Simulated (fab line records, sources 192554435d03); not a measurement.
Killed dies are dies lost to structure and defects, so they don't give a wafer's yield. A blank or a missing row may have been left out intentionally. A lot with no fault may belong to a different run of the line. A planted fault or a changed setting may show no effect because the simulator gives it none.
Split-lot experiment    flow n5-finfet    21 wafers read across 7 lots, on a route 1938 steps long

== ABOUT THE SPLIT ==
At N5_PASSIVATION_VIA_ETCH_13 (etches SiO2 in CHF3/O2, target depth 660 nm, time 330 s), the setting bias-w was moved away from the recipe's 170 W on 7 of the 21 wafers read, by -10.1% to +17.1%. All remaining wafers had this setting at the recipe value.

The reading comes from the split's own step.

== THE READING ==
rf-vpp-V, in V, at N5_PASSIVATION_VIA_ETCH_13 (etches SiO2 in CHF3/O2, target depth 660 nm, time 330 s). Fault-free wafers of this fab line usually give 526 V, standard deviation 5 V.

wafer   tool, chamber at the split  bias-w as run, W  against the recipe  rf-vpp-V, V  against lot-mates on the recipe
L080.2  rie-diel-04, 2              198.5             +16.8%              591          +73
L080.3  rie-diel-04, 0              198.5             +16.8%              606          +88
L080.4  rie-diel-04, 3              170               recipe              518          -
L085.1  rie-diel-01, 1              170               recipe              530          -
L085.2  rie-diel-01, 3              170               recipe              530          -
L085.5  rie-diel-01, 3              170               recipe              530          -
L081.1  rie-diel-03, 1              170               recipe              522          -
L081.4  rie-diel-03, 2              159.4             -6.2%               495          -26
L081.5  rie-diel-03, 1              170               recipe              520          -
L086.2  rie-diel-04, 0              197.8             +16.4%              603          +78
L086.4  rie-diel-04, 1              170               recipe              528          -
L086.6  rie-diel-04, 2              170               recipe              521          -
L088.3  rie-diel-01, 1              170               recipe              530          -
L088.4  rie-diel-01, 0              170               recipe              525          -
L088.5  rie-diel-01, 2              152.9             -10.1%              479          -48
L089.3  rie-diel-03, 2              170               recipe              519          -
L089.4  rie-diel-03, 0              170               recipe              524          -
L089.6  rie-diel-03, 3              170               recipe              524          -
L097.1  rie-diel-04, 2              170               recipe              521          -
L097.3  rie-diel-04, 1              199.1             +17.1%              598          +77
L097.6  rie-diel-04, 0              199.1             +17.1%              607          +86

FIT RESULTS
A straight line over all 21 wafers: rf-vpp-V changes by +4.55 V for each +1% of bias-w; r = +0.99; the points scatter about the line by 4.8 V.
The same after taking each lot's own level away (the mean of its wafers on the recipe; 21 wafers): +4.76 V for each +1%; r = +1.00; scatter 3.4 V.
On that fit, the largest move of bias-w shifts the reading by 82 V.
Across the lots, their own levels run from 518.0 to 530.0 V, a range of 2.4 times the standard deviation given above.
Hence the lot-to-lot level has little effect on the slope; both slopes agree.
Check: +82.9 V against its lot-mates is what the line predicts for one of the wafers moved furthest among these (+17.1%) when that wafer is left out of the fit. It came out at +77 V against them.
Tool readings at the split's step, against how far the setting was moved: etch-rf-on-time-s r = -0.84; rf-vpp-V r = +0.99.

== OTHER SPLITS APPLIED TO THESE WAFERS ==
These wafers also went through other splits before the reading. Each is held against what the fit with the lots' levels taken away leaves over:
other split on the same wafers  wafers away from the commonest value  r with rf-vpp-V (lot level and that fit taken away)
N5_BEOL_M15_COAT_58 spin-rpm    6                                     +0.27
N5_MIM_TOP_SPUTTER_03 time-s    6                                     -0.45

== THE WHOLE CHAIN: every reading that the file lists as answering this split, in the file's order ==
step                        what it does                                             reading            change (the file's fit)               r (the file's)
N5_PASSIVATION_VIA_ETCH_13  etches SiO2 in CHF3/O2, target depth 660 nm, time 330 s  etch-rf-on-time-s  withheld for each +1% of the setting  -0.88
N5_PASSIVATION_VIA_ETCH_13  etches SiO2 in CHF3/O2, target depth 660 nm, time 330 s  rf-vpp-V           +4.78 V for each +1% of the setting   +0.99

== FILE'S OWN FIT ==
rf-vpp-V changes by +4.78 V for each +1% of bias-w, r = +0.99.
